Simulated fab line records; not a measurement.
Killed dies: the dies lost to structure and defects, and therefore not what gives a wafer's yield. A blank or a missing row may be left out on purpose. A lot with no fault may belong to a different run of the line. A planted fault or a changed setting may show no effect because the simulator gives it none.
The same fault as seen by 2 desks / flow nandHarc / what lay behind the numbers comes last; until then each desk has only its own

## FOR THE TOOL OWNER'S DESK: rieDiel-10
The tool's own readings at NHARC_A_BONDPAD_ETCH_24 (etches the open film in CF4/N2, target depth 30 nm, time 72.99 s): means of the sampled wafers that have a number, for each lot that ran on this tool. Marked OUT: a lot whose mean sits more than 4 standard deviations from the usual mean, which makes it out of limits; the brackets give that distance.
Columns: A = biasW at NHARC_A_BONDPAD_ETCH_24, usual 100.0 W; B = cf4FlowSccm at NHARC_A_BONDPAD_ETCH_24, usual 50.00 sccm; C = drypumpMotorCurrentA at NHARC_A_BONDPAD_ETCH_24, usual 5.7 A; D = oesProductAu at NHARC_A_BONDPAD_ETCH_24, usual 1.003 a.u.; E = rfVppV at NHARC_A_BONDPAD_ETCH_24, usual 314.5 V; F = showerheadPlenumPTorr at NHARC_A_BONDPAD_ETCH_24, usual 2.64 Torr; G = throttleValvePct at NHARC_A_BONDPAD_ETCH_24, usual 19.793 %
lot=L324; first seen here=day 18 05:56; A=100.0; B=49.84; C=5.8; D=1.002; E=315.3; F=2.70; G=19.800
lot=L321; first seen here=day 18 10:38; A=99.9; B=50.05; C=6.0; D=1.008; E=315.8; F=2.71; G=19.796
lot=L331; first seen here=day 20 03:24; A=100.1; B=49.95; C=5.9; D=1.012; E=315.2; F=2.66; G=19.795
lot=L329; first seen here=day 20 05:31; A=99.9; B=49.93; C=5.9; D=0.997; E=314.2; F=2.60; G=19.790
lot=L336; first seen here=day 21 00:55; A=100.0; B=50.01; C=5.8; D=1.016; E=316.5; F=2.75; G=19.795
lot=L335; first seen here=day 21 20:46; A=99.7; B=49.94; C=5.8; D=1.012; E=314.7; F=2.63; G=19.792
lot=L337; first seen here=day 21 22:59; A=99.9; B=49.94; C=5.8; D=0.992; E=314.3; F=2.56; G=19.793
lot=L343; first seen here=day 23 18:31; A=100.2; B=49.96; C=5.8; D=1.002; E=315.0; F=2.69; G=19.787
This desk's verdict: no lot among the 8 shows anything out of limits.

## THE METROLOGY DESK
What the gauges read, lot by lot, whatever tool the lot ran on: means of the sampled wafers that have a number. Marked OUT: a lot whose mean sits more than 4 standard deviations from the usual mean, which makes it out of limits; the brackets give that distance.
Columns: A = overlayXNm at NHARC_A_BONDPAD_OVL_MEAS_35, usual 0 nm; B = overlayYNm at NHARC_A_BONDPAD_OVL_MEAS_35, usual 1 nm
lot=L324; first seen here=day 18 05:16; A=1; B=0
lot=L321; first seen here=day 18 09:56; A=-7; B=4
lot=L326; first seen here=day 18 10:55; A=4; B=-4
lot=L325; first seen here=day 18 11:47; A=0; B=-6
lot=L331; first seen here=day 20 02:44; A=-2; B=-1
lot=L329; first seen here=day 20 04:50; A=-5; B=1
lot=L330; first seen here=day 20 13:26; A=-0; B=-1
lot=L336; first seen here=day 21 00:10; A=6; B=1
lot=L334; first seen here=day 21 05:47; A=-8; B=-6
lot=L335; first seen here=day 21 20:05; A=4; B=9
lot=L337; first seen here=day 21 22:19; A=2; B=4
lot=L339; first seen here=day 23 02:10; A=-11; B=8
lot=L340; first seen here=day 23 10:04; A=-1; B=1
lot=L343; first seen here=day 23 17:46; A=-10; B=-4
This desk's verdict: no lot among the 14 shows anything out of limits.

## TAKEN TOGETHER
Nothing out of limits was seen by the tool owner's desk.
From the metrology desk's view, nothing was out of limits.

## WHAT THE SIMULATOR PUT IN
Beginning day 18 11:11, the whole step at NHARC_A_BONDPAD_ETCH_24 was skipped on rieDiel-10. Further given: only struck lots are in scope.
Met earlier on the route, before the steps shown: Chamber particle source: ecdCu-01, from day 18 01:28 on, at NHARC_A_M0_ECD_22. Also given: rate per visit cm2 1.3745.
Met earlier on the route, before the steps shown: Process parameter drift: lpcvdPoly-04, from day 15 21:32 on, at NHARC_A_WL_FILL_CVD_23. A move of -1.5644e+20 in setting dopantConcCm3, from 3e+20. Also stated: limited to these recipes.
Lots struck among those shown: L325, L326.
